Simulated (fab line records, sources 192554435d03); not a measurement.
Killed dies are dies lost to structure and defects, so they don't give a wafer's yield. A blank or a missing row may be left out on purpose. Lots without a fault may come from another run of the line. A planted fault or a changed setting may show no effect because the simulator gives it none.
Which tool did it? | flow n5_finfet | 12 lots, 36 wafers sampled, at 2 steps of a route of 1938

WHAT THE GAUGES READ, wafer by wafer
N5_BEOL_M12_CD_MEAS_28: target cd 160.2 nm.
lot  | measured     | on        | cd_nm (nm)
L075 | day 10 17:58 | cd_sem-03 | 160.8 160.4 160.7
L076 | day 11 00:24 | cd_sem-01 | 160.2 157.4 159.3
L080 | day 11 20:41 | cd_sem-02 | 160.1 159.8 160.6
L081 | day 11 23:07 | cd_sem-03 | 158.9 160.4 158.1
L083 | day 12 16:21 | cd_sem-01 | 162.0 162.5 161.8
L085 | day 13 01:13 | cd_sem-01 | 160.9 160.4 162.1
L087 | day 13 23:36 | cd_sem-01 | 159.9 159.4 159.6
L089 | day 14 08:05 | cd_sem-01 | 158.1 161.0 160.9
L094 | day 15 04:53 | cd_sem-01 | 159.5 157.8 157.1
L093 | day 15 08:09 | cd_sem-03 | 157.7 161.0 160.9
L095 | day 16 04:10 | cd_sem-03 | 160.9 158.6 162.6
L097 | day 16 18:31 | cd_sem-02 | 160.1 158.6 161.3

WHICH TOOL RAN EACH LOT (tool, then ch and the chambers of the sampled wafers, then the start)
lot  | N5_BEOL_M11_ANNEAL_51
L075 | rtp_anneal-02 ch 0, day 10 15:50
L076 | rtp_anneal-02 ch 0, day 10 22:05
L080 | rtp_anneal-02 ch 0, day 11 18:34
L081 | rtp_anneal-01 ch 0, day 11 20:45
L083 | rtp_anneal-02 ch 0, day 12 13:34
L085 | rtp_anneal-02 ch 0, day 12 23:07
L087 | rtp_anneal-02 ch 0, day 13 21:16
L089 | rtp_anneal-02 ch 0, day 14 05:58
L094 | rtp_anneal-01 ch 0, day 15 02:33
L093 | rtp_anneal-02 ch 0, day 15 05:43
L095 | rtp_anneal-02 ch 0, day 16 01:56
L097 | rtp_anneal-02 ch 0, day 16 16:15
- N5_BEOL_M11_ANNEAL_51: time 90 s.

THE ANSWER, worked out from the rows above alone
Rule: what is usual is taken from the lots themselves. Put in order of their means at a reading, lots are off if they are a third of the lots or fewer, leave a main group of 4 or more, and stand apart from it by a gap of 3 or more times the standard deviation of the main group's means; of several such gaps the widest counts. A main group whose means are all the same, to the digits that the tables above print for the reading, isn't used. A lot without any number at a reading at which 4 lots or more have one is off too. The other lots that the step has rows for count as sound.
No lot is off at any reading shown: from this, nothing can be told.

WHAT THE SIMULATOR HAD PUT IN
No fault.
